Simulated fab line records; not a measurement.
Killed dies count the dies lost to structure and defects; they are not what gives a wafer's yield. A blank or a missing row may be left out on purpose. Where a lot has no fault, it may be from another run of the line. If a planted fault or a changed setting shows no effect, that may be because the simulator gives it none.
fab line records -- flow n5Finfet
record lots=6, wafers=18, lastDay=17
route steps=1938 shown DUMMY_REMOVAL@383 HKMG_FIN@385
lots untouched by any fault: they come from a run of this same line in which no faults occurred
startH: start of the lot's first displayed wafer, in hours after the record's first day -- waitH: hours since the lot's step before -- " same as the row above -- L1.1+2: several wafers, shown together as one row -- - either no value or no given start -- * or withheld: withheld -- < > ~ a bound
route shown NAME@n: a module of which the file shows steps, and the number in the route of the first -- usual: mean/standard deviation of fault-free wafers -- same: alike in all rows -- chamber/n: place in a boat -- sites: each site's reading -- _std_site: standard deviation of those values -- _edge_site: inner sites' mean taken away from outer sites' mean -- radiusMm: for every site, how far away it sits from the centre of the wafer -- mask NAME#n: copy n -- behind: the tool/chamber that last shaped the wafer -- hold: reason for holding the lot/hours on hold/outcome of the hold -- device: transistor that didn't switch, given as n, p or np -- end of line: the same wafers' tests at the end of the route -- a step given without rows: its recipe and nothing more -- killed: at the first sort, the dies lost to defects and structure; wafer yield is something else -- map: dies across one wafer; x = killed, . = not, _ = none there
set.NAME: the setting the step ran with; set.NAME@STEP: the setting that earlier step ran with -- model.NAME: the simulator's own value behind a step, which no gauge read
lots at selected steps of the route; one table per step, one row per wafer
services: when a tool's chamber went out of use (startH, in hours from the record's first day, below 0 if earlier), for how many hours, and the reason
## steps
# step N5_DUMMY_REMOVAL_PRECLEAN_04
# recipe chemistry=DHF, timeS=37, tempC=25, dilution=500:1
# step N5_DUMMY_REMOVAL_SRD_05
# recipe dry=ipaMarangoni, doPpb=5, timeS=30, tempC=23, rinseLiquid=diw
# step N5_HKMG_FIN_IL_REGROW_00
# recipe material=SiO2, targetThkA=7.5, chemistry=O3, tempC=withheld, timeS=30
# step N5_HKMG_FIN_HK_ALD_01
# recipe material=HfO2, targetThkA=16, tempC=withheld, aldPrecursorFamily=HfCl4, aldCoReactant=H2O, pulseTimeS=3, purgeTimeS=3, coReactantPurgeTimeS=2.5, coReactantPulseTimeS=0.3, aldCycles=30
# usual precursorPulseHeightRel=1.000/0.019
lot.wafer,tool,chamber,startH,waitH,precursorPulseHeightRel
L706.1,aldHk-01,2,89.45,0.0,1.023
L706.2,aldHk-01,1,89.45,0.0,0.979
L706.4,aldHk-01,0,89.45,0.0,0.986
L708.2,aldHk-01,0,100.46,0.0,0.997
L708.4,aldHk-01,1,100.46,0.0,0.984
L708.6,aldHk-01,2,100.46,0.0,0.982
L709.1,aldHk-02,3,112.49,0.0,0.995
L709.3,aldHk-02,0,112.49,0.0,0.994
L709.4,aldHk-02,2,112.49,0.0,0.994
L715.1,aldHk-03,3,142.74,0.0,1.003
L715.2,aldHk-03,1,142.74,0.0,1.026
L715.6,aldHk-03,3,142.74,0.0,1.030
L721.1,aldHk-02,0,182.96,0.0,0.980
L721.2,aldHk-02,2,182.96,0.0,0.999
L721.3,aldHk-02,1,182.96,0.0,1.009
L725.2,aldHk-03,1,201.66,0.0,1.022
L725.5,aldHk-03,1,201.66,0.0,0.990
L725.6,aldHk-03,0,201.66,0.0,1.031
# step N5_HKMG_FIN_HK_ANNEAL_02
# recipe tempC=700, timeS=30, ambient=N2, idleTempC=600, rampUpCPerS=150, rampDownCPerS=60, coolToC=600
# usual lampPowerPct=8.81/0.054, lamp_zone_1_pct=8.798/0.0096, wafer_temp_C_max=702.9/0.62
lot.wafer,tool,chamber,startH,waitH,lampPowerPct,lamp_zone_1_pct,wafer_temp_C_max
L706.1,rtpAnneal-01,0,89.70,0.2,8.82,8.787,704.5
L706.2,rtpAnneal-01,0,89.70,0.2,8.86,8.812,701.8
L706.4,rtpAnneal-01,0,89.70,0.2,8.76,8.785,702.9
L708.2,rtpAnneal-01,0,100.68,0.1,8.79,8.794,702.9
L708.4,rtpAnneal-01,0,100.68,0.1,8.83,8.808,702.5
L708.6,rtpAnneal-01,0,100.68,0.1,8.86,8.803,701.6
L709.1,rtpAnneal-01,0,112.71,0.1,8.78,8.804,703.2
L709.3,rtpAnneal-01,0,112.71,0.1,8.80,8.798,702.9
L709.4,rtpAnneal-01,0,112.71,0.1,8.91,8.791,703.0
L715.1,rtpAnneal-01,0,143.00,0.2,8.80,8.778,703.9
L715.2,rtpAnneal-01,0,143.00,0.2,8.83,8.790,703.4
L715.6,rtpAnneal-01,0,143.00,0.2,8.75,8.806,704.2
L721.1,rtpAnneal-01,0,183.15,0.1,8.87,8.789,702.4
L721.2,rtpAnneal-01,0,183.15,0.1,8.74,8.798,702.6
L721.3,rtpAnneal-01,0,183.15,0.1,8.80,8.771,702.6
L725.2,rtpAnneal-01,0,201.96,0.2,8.70,8.802,703.2
L725.5,rtpAnneal-01,0,201.96,0.2,8.72,8.790,702.3
L725.6,rtpAnneal-01,0,201.96,0.2,8.93,8.819,702.1
# step N5_HKMG_FIN_ALD_74
# recipe material=La2O3, targetThkA=5, tempC=250, aldPrecursorFamily=La-Cp, aldCoReactant=O3, pulseTimeS=6, coReactantPulseTimeS=1, purgeTimeS=3, coReactantPurgeTimeS=3
# usual heaterPowerW=340/35, precursorPulseHeightRel=0.998/0.02, susceptorTempC=250.01/0.18
lot.wafer,tool,chamber,startH,waitH,heaterPowerW,precursorPulseHeightRel,susceptorTempC
L706.1,aldHk-03,2,89.92,0.2,377,0.990,249.66
L706.2,aldHk-03,1,89.92,0.2,395,0.997,250.06
L706.4,aldHk-03,3,89.92,0.2,320,1.027,250.13
L708.2,aldHk-03,1,100.86,0.2,396,1.000,249.93
L708.4,aldHk-03,0,100.86,0.2,348,0.959,249.73
L708.6,aldHk-03,2,100.86,0.2,381,1.005,249.82
L709.1,aldHk-01,3,112.92,0.2,407,1.039,250.01
L709.3,aldHk-01,1,112.92,0.2,276,1.009,250.15
L709.4,aldHk-01,0,112.92,0.2,320,1.005,249.90
L715.1,aldHk-02,0,143.22,0.2,299,0.978,249.91
L715.2,aldHk-02,2,143.22,0.2,372,0.996,250.46
L715.6,aldHk-02,1,143.22,0.2,333,0.983,249.87
L721.1,aldHk-03,2,183.37,0.2,378,0.977,250.12
L721.2,aldHk-03,0,183.37,0.2,348,0.995,250.05
L721.3,aldHk-03,1,183.37,0.2,383,1.022,249.94
L725.2,aldHk-02,1,202.14,0.2,335,1.003,250.31
L725.5,aldHk-02,0,202.14,0.2,302,1.039,249.85
L725.6,aldHk-02,1,202.14,0.2,329,1.000,250.28
# step N5_HKMG_FIN_ALD_75
# recipe material=Al2O3, targetThkA=10, tempC=150, aldPrecursorFamily=TMA, aldCoReactant=H2O, pulseTimeS=withheld, coReactantPulseTimeS=1
# usual heaterPowerW=147/15, precursorPulseHeightRel=0.998/0.021, susceptorTempC=150.02/0.16
lot.wafer,tool,chamber,startH,waitH,heaterPowerW,precursorPulseHeightRel,susceptorTempC
L706.1,aldHk-03,2,89.99,0.0,160,0.961,150.32
L706.2,aldHk-03,1,89.99,0.0,167,1.012,150.35
L706.4,aldHk-03,3,89.99,0.0,135,1.002,149.94
L708.2,aldHk-03,1,100.94,0.0,165,0.989,150.02
L708.4,aldHk-03,0,100.94,0.0,150,0.965,149.98
L708.6,aldHk-03,2,100.94,0.0,162,1.004,150.24
L709.1,aldHk-01,3,113.00,0.0,173,1.032,149.82
L709.3,aldHk-01,1,113.00,0.0,120,1.002,150.07
L709.4,aldHk-01,0,113.00,0.0,139,1.016,150.06
L715.1,aldHk-02,0,143.29,0.0,133,0.952,150.12
L715.2,aldHk-02,2,143.29,0.0,162,0.974,150.04
L715.6,aldHk-02,1,143.29,0.0,141,0.976,150.22
L721.1,aldHk-03,2,183.44,0.0,164,0.986,150.08
L721.2,aldHk-03,0,183.44,0.0,148,1.000,150.02
L721.3,aldHk-03,1,183.44,0.0,163,1.009,150.06
L725.2,aldHk-02,1,202.22,0.0,139,0.987,150.15
L725.5,aldHk-02,0,202.22,0.0,133,1.039,149.99
L725.6,aldHk-02,1,202.22,0.0,139,0.976,149.89
# step N5_HKMG_FIN_COAT_41
# recipe resist=SOC, tempC=250, timeS=60, spinRpm=1500, resistThkNm=300
# step N5_HKMG_FIN_COAT_42
# recipe resist=SiARC, tempC=220, timeS=60, spinRpm=1500, resistThkNm=35
# step N5_HKMG_FIN_COAT_43
# recipe resist=CAR-ArF, spinRpm=1500, resistThkNm=90
# step N5_HKMG_FIN_EBR_45
# recipe solvent=PGMEA, ebrWidthMm=1.5
# step N5_HKMG_FIN_SOFTBAKE_44
# recipe tempC=110, timeS=60, resist=CAR-ArF
# step N5_HKMG_FIN_EXPOSE_46
# recipe maskId=NDIPOLE, na=1.35, sourceShape=conventional, sigmaOuter=0.8, polarization=unpolarized, doseMj=40
# usual exposureDoseMJCm2=39.98/0.039, focusOffsetNm=0.0/0.53, na=1.35/0, sigmaOuter=0.8/0, stageVelMmS=500.02/0.26
lot.wafer,tool,chamber,startH,waitH,mask,exposureDoseMJCm2,focusOffsetNm,na,sigmaOuter,stageVelMmS
L706.1,arfiScanner-03,0,90.21,-,NDIPOLE#0,39.94,0.2,1.35,0.8,500.29
L706.2,arfiScanner-03,0,90.21,-,NDIPOLE#0,40.00,0.3,1.35,0.8,500.14
L706.4,arfiScanner-03,0,90.21,-,NDIPOLE#0,39.98,-0.2,1.35,0.8,500.44
L708.2,arfiScanner-03,-,101.29,-,NDIPOLE#0,-,-,-,-,-
L708.4,arfiScanner-03,-,101.29,-,NDIPOLE#0,-,-,-,-,-
L708.6,arfiScanner-03,-,101.29,-,NDIPOLE#0,-,-,-,-,-
L709.1,arfiScanner-03,-,113.22,-,NDIPOLE#0,-,-,-,-,-
L709.3,arfiScanner-03,-,113.22,-,NDIPOLE#0,-,-,-,-,-
L709.4,arfiScanner-03,-,113.22,-,NDIPOLE#0,-,-,-,-,-
L715.1,arfiScanner-03,0,143.67,-,NDIPOLE#0,39.97,-0.8,1.35,0.8,500.20
L715.2,arfiScanner-03,0,143.67,-,NDIPOLE#0,39.93,-0.5,1.35,0.8,500.47
L715.6,arfiScanner-03,0,143.67,-,NDIPOLE#0,39.90,0.1,1.35,0.8,500.04
L721.1,arfiScanner-03,0,183.78,-,NDIPOLE#0,40.07,-0.7,1.35,0.8,500.07
L721.2,arfiScanner-03,0,183.78,-,NDIPOLE#0,39.97,-0.3,1.35,0.8,499.80
L721.3,arfiScanner-03,0,183.78,-,NDIPOLE#0,40.01,-0.1,1.35,0.8,500.20
L725.2,arfiScanner-03,0,202.57,-,NDIPOLE#0,39.96,-0.7,1.35,0.8,499.88
L725.5,arfiScanner-03,0,202.57,-,NDIPOLE#0,39.95,-0.2,1.35,0.8,499.88
L725.6,arfiScanner-03,0,202.57,-,NDIPOLE#0,39.89,-0.7,1.35,0.8,499.33
# step N5_HKMG_FIN_PEB_47
# recipe pebTempC=withheld, pebTimeS=60, resist=CAR-ArF
## services
tool,chamber,startH,hours,kind
arfiScanner-03,-,115.30,1.3,pm
aldHk-03,-,132.21,1.3,repair
arfiScanner-03,-,134.79,1.3,repair
arfiScanner-03,-,146.12,0.9,repair
arfiScanner-03,-,148.21,3.1,pm
arfiScanner-03,-,160.71,4.9,pm
arfiScanner-03,0,187.42,-,calibration
arfiScanner-03,-,190.18,1.0,pm
arfiScanner-03,-,197.98,1.0,pm
## key
firstSign step=N5_HKMG_FIN_EXPOSE_46, reading=toolRecord, direction=missing
effect none on later readings
metAt N5_HKMG_FIN_EXPOSE_46
struckWafers L708.2,L708.4,L708.6,L709.1,L709.3,L709.4
laterRowsLeftOut L708.2,L708.4,L708.6,L709.1,L709.3,L709.4
sortLeftOut L708.2,L708.4,L708.6,L709.1,L709.3,L709.4
onsetBetween 90.21 101.29
fault kind=skippedStepWhole, tool=arfiScanner-03, chamber=-, onsetH=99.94, steps=N5_HKMG_FIN_EXPOSE_46, scope=struckLotsOnly
# sortLeftOut: the simulated sort isn't trusted on such a fault, so these wafers' sort isn't shown, and their yield isn't known
# laterRowsLeftOut: the simulator's readings of these wafers behind a module that went badly wrong aren't trusted and aren't shown, but for the sort
